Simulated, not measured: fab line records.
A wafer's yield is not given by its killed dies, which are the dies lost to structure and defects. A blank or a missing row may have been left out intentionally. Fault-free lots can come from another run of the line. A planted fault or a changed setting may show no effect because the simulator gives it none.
Which tool was responsible? :: flow nandHarc :: 12 lots, 36 wafers sampled, at 6 steps of a route of 1302

WHAT EACH GAUGE READ, for each wafer
NHARC_A_SGD_CUT_INSPECT_11. Usual: 51 for rawDefectCount, sd 24.
lot: L294
measured: day 18 23:23
on: defectInspect-02
rawDefectCount: 103 106 96
flag: 

lot: L305
measured: day 23 20:11
on: defectInspect-01
rawDefectCount: 59 59 61
flag: 

lot: L307
measured: day 24 00:15
on: defectInspect-02
rawDefectCount: 47 25 29
flag: 

lot: L306
measured: day 24 10:39
on: defectInspect-01
rawDefectCount: 25 32 16
flag: 

lot: L308
measured: day 24 11:44
on: defectInspect-02
rawDefectCount: 43 48 50
flag: 

lot: L309
measured: day 24 13:23
on: defectInspect-02
rawDefectCount: 57 51 62
flag: 

lot: L311
measured: day 25 22:06
on: defectInspect-02
rawDefectCount: 47 52 58
flag: 

lot: L310
measured: day 25 22:24
on: defectInspect-02
rawDefectCount: 17 17 18
flag: 

lot: L312
measured: day 26 05:09
on: defectInspect-01
rawDefectCount: 52 42 48
flag: 

lot: L316
measured: day 27 21:24
on: defectInspect-02
rawDefectCount: 51 62 42
flag: 

lot: L315
measured: day 27 21:35
on: defectInspect-02
rawDefectCount: 26 28 28
flag: 

lot: L317
measured: day 29 07:03
on: defectInspect-02
rawDefectCount: 31 32 33
flag: 

NHARC_A_SLIT_CD_MEAS_21. Usual: 289.6 nm for cdNm, sd 0.76.
lot: L294
measured: day 19 19:02
on: cdSem-01
cdNm (nm): 288.3 289.5 290.0
flag: 

lot: L305
measured: day 24 16:22
on: cdSem-01
cdNm (nm): - - -
flag: OFF

lot: L307
measured: day 25 00:41
on: cdSem-02
cdNm (nm): 288.4 288.0 289.1
flag: 

lot: L306
measured: day 25 04:46
on: cdSem-02
cdNm (nm): - - -
flag: OFF

lot: L308
measured: day 25 04:33
on: cdSem-03
cdNm (nm): 289.6 289.2 289.2
flag: 

lot: L309
measured: day 25 08:23
on: cdSem-02
cdNm (nm): 289.3 288.8 289.8
flag: 

lot: L311
measured: day 26 18:43
on: cdSem-01
cdNm (nm): 290.6 290.7 289.4
flag: 

lot: L310
measured: day 26 20:25
on: cdSem-01
cdNm (nm): 290.0 289.5 289.2
flag: 

lot: L312
measured: day 27 08:29
on: cdSem-03
cdNm (nm): 289.2 288.6 288.6
flag: 

lot: L316
measured: day 28 16:41
on: cdSem-02
cdNm (nm): 290.2 289.7 291.3
flag: 

lot: L315
measured: day 28 18:01
on: cdSem-03
cdNm (nm): 289.5 289.2 289.2
flag: 

lot: L317
measured: day 30 07:29
on: cdSem-02
cdNm (nm): 290.9 289.4 289.5
flag: 

NHARC_END_SORT_01. Usual: killedAtArray 55, standard deviation 15; killedAtOther 1.0, standard deviation 1.2; killedAtPeriphery 3.4, standard deviation 2.2; killedDies 59, standard deviation 15; killedOpen 3.2, standard deviation 2; killedShort 2.5, standard deviation 1.7.
lot: L305
measured: day 29 06:23
on: prober-02
killedAtArray: 675 677 677
killedAtOther: 0 0 0
killedAtPeriphery: 2 0 0
killedDies: 677 677 677
killedOpen: 0 0 2
killedShort: 1 0 0
flag: OFF

lot: L306
measured: day 30 00:13
on: prober-01
killedAtArray: 677 675 676
killedAtOther: 0 0 1
killedAtPeriphery: 0 2 0
killedDies: 677 677 677
killedOpen: 0 1 2
killedShort: 0 2 0
flag: OFF

WHAT TOOL EACH LOT RAN ON (gives the tool, then ch and the chambers of the sampled wafers, and finally the start)
lot: L294
NHARC_A_SGD_CUT_ETCHBACK_24: rieDiel-02 ch 0,1,3, day 19 05:44
NHARC_A_SLIT_DEP_25: pecvd-01 ch 0,2, day 19 06:05
NHARC_A_SLIT_DEP_00: aclDep-01 ch 0, day 19 08:09

lot: L305
NHARC_A_SGD_CUT_ETCHBACK_24: rieDiel-02 ch 1,3, day 24 02:23
NHARC_A_SLIT_DEP_25: pecvd-02 ch 0,1,2, day 24 02:42
NHARC_A_SLIT_DEP_00: aclDep-03, day 24 05:58

lot: L307
NHARC_A_SGD_CUT_ETCHBACK_24: rieDiel-09 ch 0,1,3, day 24 07:07
NHARC_A_SLIT_DEP_25: pecvd-01 ch 0,1,2, day 24 07:30
NHARC_A_SLIT_DEP_00: aclDep-02 ch 0, day 24 15:27

lot: L306
NHARC_A_SGD_CUT_ETCHBACK_24: rieDiel-11 ch 0,2,3, day 24 16:56
NHARC_A_SLIT_DEP_25: pecvd-02 ch 0,1,2, day 24 17:15
NHARC_A_SLIT_DEP_00: aclDep-02, day 24 17:35

lot: L308
NHARC_A_SGD_CUT_ETCHBACK_24: rieDiel-09 ch 0,2,3, day 24 16:58
NHARC_A_SLIT_DEP_25: pecvd-01 ch 0,1, day 24 17:20
NHARC_A_SLIT_DEP_00: aclDep-03 ch 0, day 24 18:13

lot: L309
NHARC_A_SGD_CUT_ETCHBACK_24: rieDiel-02 ch 1,3, day 24 16:57
NHARC_A_SLIT_DEP_25: pecvd-03 ch 0,2, day 24 17:17
NHARC_A_SLIT_DEP_00: aclDep-01 ch 0, day 24 18:50

lot: L311
NHARC_A_SGD_CUT_ETCHBACK_24: rieDiel-09 ch 0,1,3, day 26 04:24
NHARC_A_SLIT_DEP_25: pecvd-03 ch 0,1,2, day 26 04:43
NHARC_A_SLIT_DEP_00: aclDep-03 ch 0, day 26 08:25

lot: L310
NHARC_A_SGD_CUT_ETCHBACK_24: rieDiel-11 ch 1,2,3, day 26 04:24
NHARC_A_SLIT_DEP_25: pecvd-02 ch 0,1, day 26 04:43
NHARC_A_SLIT_DEP_00: aclDep-01 ch 0, day 26 09:25

lot: L312
NHARC_A_SGD_CUT_ETCHBACK_24: rieDiel-02 ch 1,2, day 26 11:49
NHARC_A_SLIT_DEP_25: pecvd-01 ch 0,2, day 26 12:07
NHARC_A_SLIT_DEP_00: aclDep-03 ch 0, day 26 21:56

lot: L316
NHARC_A_SGD_CUT_ETCHBACK_24: rieDiel-09 ch 0,3, day 28 03:50
NHARC_A_SLIT_DEP_25: pecvd-02 ch 1,2, day 28 04:13
NHARC_A_SLIT_DEP_00: aclDep-03 ch 0, day 28 05:06

lot: L315
NHARC_A_SGD_CUT_ETCHBACK_24: rieDiel-11 ch 1,2,3, day 28 03:50
NHARC_A_SLIT_DEP_25: pecvd-03 ch 0,1,2, day 28 04:14
NHARC_A_SLIT_DEP_00: aclDep-01 ch 0, day 28 05:50

lot: L317
NHARC_A_SGD_CUT_ETCHBACK_24: rieDiel-11 ch 0,3, day 29 13:31
NHARC_A_SLIT_DEP_25: pecvd-02 ch 0,2, day 29 13:49
NHARC_A_SLIT_DEP_00: aclDep-02 ch 0, day 29 15:37
- NHARC_A_SGD_CUT_ETCHBACK_24: etches the open film in CH3F/O2, target depth 50 nm, time 92.857 s.
- NHARC_A_SLIT_DEP_25: deposits SiO2, target thk 200 nm.
- NHARC_A_SLIT_DEP_00: deposits aC, target thk 6200 nm.

WHAT THE TOOLS THEMSELVES READ (means of the sampled wafers that have a number; where no wafer has one, the mark that the record gives instead)
NHARC_A_SGD_CUT_ETCHBACK_24. Usual: drypumpMotorCurrentA is 5.7 A with standard deviation 0.46, mfcArSccm is 200.0 sccm with standard deviation 0.61, o2FlowSccm is 29.99 sccm with standard deviation 0.086, oesProductAu is 0.97 a.u. with standard deviation 0.035, rfVppV is 244.4 V with standard deviation 1.7, showerheadPlenumPTorr is 2.47 Torr with standard deviation 0.11, and throttleValvePct is 20.663 % with standard deviation 0.0092.
lot: L294
tool: rieDiel-02
drypumpMotorCurrentA (A): 5.9
mfcArSccm (sccm): 200.3
o2FlowSccm (sccm): 29.99
oesProductAu (a.u.): 1.00
rfVppV (V): 244.1
showerheadPlenumPTorr (Torr): 2.44
throttleValvePct (%): 20.655
flag: 

lot: L305
tool: rieDiel-02
drypumpMotorCurrentA (A): 5.9
mfcArSccm (sccm): 201.0
o2FlowSccm (sccm): 29.98
oesProductAu (a.u.): 0.99
rfVppV (V): 242.5
showerheadPlenumPTorr (Torr): 2.40
throttleValvePct (%): 20.669
flag: 

lot: L307
tool: rieDiel-09
drypumpMotorCurrentA (A): 5.4
mfcArSccm (sccm): 199.9
o2FlowSccm (sccm): 30.04
oesProductAu (a.u.): 0.93
rfVppV (V): 243.8
showerheadPlenumPTorr (Torr): 2.44
throttleValvePct (%): 20.663
flag: 

lot: L306
tool: rieDiel-11
drypumpMotorCurrentA (A): 5.6
mfcArSccm (sccm): 200.0
o2FlowSccm (sccm): 29.97
oesProductAu (a.u.): 0.98
rfVppV (V): 244.2
showerheadPlenumPTorr (Torr): 2.47
throttleValvePct (%): 20.661
flag: 

lot: L308
tool: rieDiel-09
drypumpMotorCurrentA (A): 5.2
mfcArSccm (sccm): 200.1
o2FlowSccm (sccm): 29.92
oesProductAu (a.u.): 1.00
rfVppV (V): 244.9
showerheadPlenumPTorr (Torr): 2.49
throttleValvePct (%): 20.674
flag: 

lot: L309
tool: rieDiel-02
drypumpMotorCurrentA (A): 6.0
mfcArSccm (sccm): 199.3
o2FlowSccm (sccm): 29.99
oesProductAu (a.u.): 1.00
rfVppV (V): 244.3
showerheadPlenumPTorr (Torr): 2.49
throttleValvePct (%): 20.668
flag: 

lot: L311
tool: rieDiel-09
drypumpMotorCurrentA (A): 5.4
mfcArSccm (sccm): 199.7
o2FlowSccm (sccm): 30.00
oesProductAu (a.u.): 0.92
rfVppV (V): 244.4
showerheadPlenumPTorr (Torr): 2.44
throttleValvePct (%): 20.660
flag: 

lot: L310
tool: rieDiel-11
drypumpMotorCurrentA (A): 6.0
mfcArSccm (sccm): 200.1
o2FlowSccm (sccm): 30.01
oesProductAu (a.u.): 0.99
rfVppV (V): 244.3
showerheadPlenumPTorr (Torr): 2.51
throttleValvePct (%): 20.664
flag: 

lot: L312
tool: rieDiel-02
drypumpMotorCurrentA (A): 5.5
mfcArSccm (sccm): 200.4
o2FlowSccm (sccm): 29.89
oesProductAu (a.u.): 1.00
rfVppV (V): 245.8
showerheadPlenumPTorr (Torr): 2.61
throttleValvePct (%): 20.656
flag: 

lot: L316
tool: rieDiel-09
drypumpMotorCurrentA (A): 5.3
mfcArSccm (sccm): 199.6
o2FlowSccm (sccm): 29.89
oesProductAu (a.u.): 1.00
rfVppV (V): 244.1
showerheadPlenumPTorr (Torr): 2.41
throttleValvePct (%): 20.655
flag: 

lot: L315
tool: rieDiel-11
drypumpMotorCurrentA (A): 6.0
mfcArSccm (sccm): 200.1
o2FlowSccm (sccm): 29.99
oesProductAu (a.u.): 0.99
rfVppV (V): 245.2
showerheadPlenumPTorr (Torr): 2.51
throttleValvePct (%): 20.671
flag: 

lot: L317
tool: rieDiel-11
drypumpMotorCurrentA (A): 5.4
mfcArSccm (sccm): 200.2
o2FlowSccm (sccm): 29.97
oesProductAu (a.u.): 0.94
rfVppV (V): 245.0
showerheadPlenumPTorr (Torr): 2.49
throttleValvePct (%): 20.668
flag: 

NHARC_A_SLIT_DEP_25. Usual: chamberPressureTorr 6.499 Torr, standard deviation 0.015; flowSccm 2651 sccm, standard deviation 7.5; heaterPowerW 550 W, standard deviation 84; susceptorTempC 399.97 C, standard deviation 0.26; throttleValvePct 15.8 %, standard deviation 0.44.
lot: L294
tool: pecvd-01
chamberPressureTorr (Torr): 6.502
flowSccm (sccm): 2646
heaterPowerW (W): 525
susceptorTempC (C): 399.94
throttleValvePct (%): 15.6
flag: 

lot: L305
tool: pecvd-02
chamberPressureTorr (Torr): 6.505
flowSccm (sccm): 2650
heaterPowerW (W): 543
susceptorTempC (C): 399.94
throttleValvePct (%): 15.9
flag: 

lot: L307
tool: pecvd-01
chamberPressureTorr (Torr): 6.500
flowSccm (sccm): 2652
heaterPowerW (W): 551
susceptorTempC (C): 399.82
throttleValvePct (%): 15.9
flag: 

lot: L306
tool: pecvd-02
chamberPressureTorr (Torr): 6.491
flowSccm (sccm): 2652
heaterPowerW (W): 583
susceptorTempC (C): 400.27
throttleValvePct (%): 15.8
flag: 

lot: L308
tool: pecvd-01
chamberPressureTorr (Torr): 6.488
flowSccm (sccm): 2652
heaterPowerW (W): 555
susceptorTempC (C): 400.10
throttleValvePct (%): 15.5
flag: 

lot: L309
tool: pecvd-03
chamberPressureTorr (Torr): 6.497
flowSccm (sccm): 2652
heaterPowerW (W): 523
susceptorTempC (C): 400.01
throttleValvePct (%): 16.0
flag: 

lot: L311
tool: pecvd-03
chamberPressureTorr (Torr): 6.495
flowSccm (sccm): 2651
heaterPowerW (W): 577
susceptorTempC (C): 399.91
throttleValvePct (%): 15.9
flag: 

lot: L310
tool: pecvd-02
chamberPressureTorr (Torr): 6.513
flowSccm (sccm): 2654
heaterPowerW (W): 474
susceptorTempC (C): 399.95
throttleValvePct (%): 15.3
flag: 

lot: L312
tool: pecvd-01
chamberPressureTorr (Torr): 6.481
flowSccm (sccm): 2661
heaterPowerW (W): 544
susceptorTempC (C): 399.72
throttleValvePct (%): 15.6
flag: 

lot: L316
tool: pecvd-02
chamberPressureTorr (Torr): 6.496
flowSccm (sccm): 2653
heaterPowerW (W): 545
susceptorTempC (C): 400.14
throttleValvePct (%): 15.7
flag: 

lot: L315
tool: pecvd-03
chamberPressureTorr (Torr): 6.507
flowSccm (sccm): 2651
heaterPowerW (W): 552
susceptorTempC (C): 400.36
throttleValvePct (%): 16.0
flag: 

lot: L317
tool: pecvd-02
chamberPressureTorr (Torr): 6.501
flowSccm (sccm): 2652
heaterPowerW (W): 654
susceptorTempC (C): 400.08
throttleValvePct (%): 15.9
flag: 

NHARC_A_SLIT_DEP_00. Usual: susceptorTempC 400.03 C, standard deviation 0.21; throttleValvePct 34.999 %, standard deviation 0.01.
lot: L294
tool: aclDep-01
susceptorTempC (C): -
throttleValvePct (%): 35.006
flag: OFF

lot: L305
tool: aclDep-03
susceptorTempC (C): -
throttleValvePct (%): -
flag: OFF

lot: L307
tool: aclDep-02
susceptorTempC (C): 399.98
throttleValvePct (%): 35.003
flag: 

lot: L306
tool: aclDep-02
susceptorTempC (C): -
throttleValvePct (%): -
flag: OFF

lot: L308
tool: aclDep-03
susceptorTempC (C): -
throttleValvePct (%): 35.000
flag: OFF

lot: L309
tool: aclDep-01
susceptorTempC (C): 400.19
throttleValvePct (%): 35.000
flag: 

lot: L311
tool: aclDep-03
susceptorTempC (C): 400.41
throttleValvePct (%): 34.987
flag: 

lot: L310
tool: aclDep-01
susceptorTempC (C): 400.30
throttleValvePct (%): 35.000
flag: 

lot: L312
tool: aclDep-03
susceptorTempC (C): 399.89
throttleValvePct (%): 34.992
flag: 

lot: L316
tool: aclDep-03
susceptorTempC (C): 400.11
throttleValvePct (%): 34.999
flag: 

lot: L315
tool: aclDep-01
susceptorTempC (C): 400.04
throttleValvePct (%): 34.993
flag: 

lot: L317
tool: aclDep-02
susceptorTempC (C): 400.17
throttleValvePct (%): 34.992
flag: 

THE ANSWER, worked out from the rows above alone
Rule: lot off if the mean of its wafers having a number is beyond 3 standard deviations from the usual mean. Also off: a lot with no number at a reading for which 4 or more lots have one. Any other lot the step has rows for is counted as sound. Order of review: gauges by route order, followed by the tools' own readings, for which a lot's mean as printed above is used. At the first step where some lot is off, the reading lying furthest off is the one used; lots without a number count as furthest.
Off: L305, L306, at NHARC_A_SLIT_CD_MEAS_21 (cdNm). Without a number there: L305, L306.
If a tool, at a process step before that reading, ran all the lots that are off and no sound lot after the first of them, it fits. Not tried: the gauges at NHARC_A_SLIT_CD_MEAS_21; whatever is off there is also off at NHARC_END_SORT_01, on other tools, and gauge error can't account for it. None of those tried fits.

WHAT THE SIMULATOR HAD INSERTED
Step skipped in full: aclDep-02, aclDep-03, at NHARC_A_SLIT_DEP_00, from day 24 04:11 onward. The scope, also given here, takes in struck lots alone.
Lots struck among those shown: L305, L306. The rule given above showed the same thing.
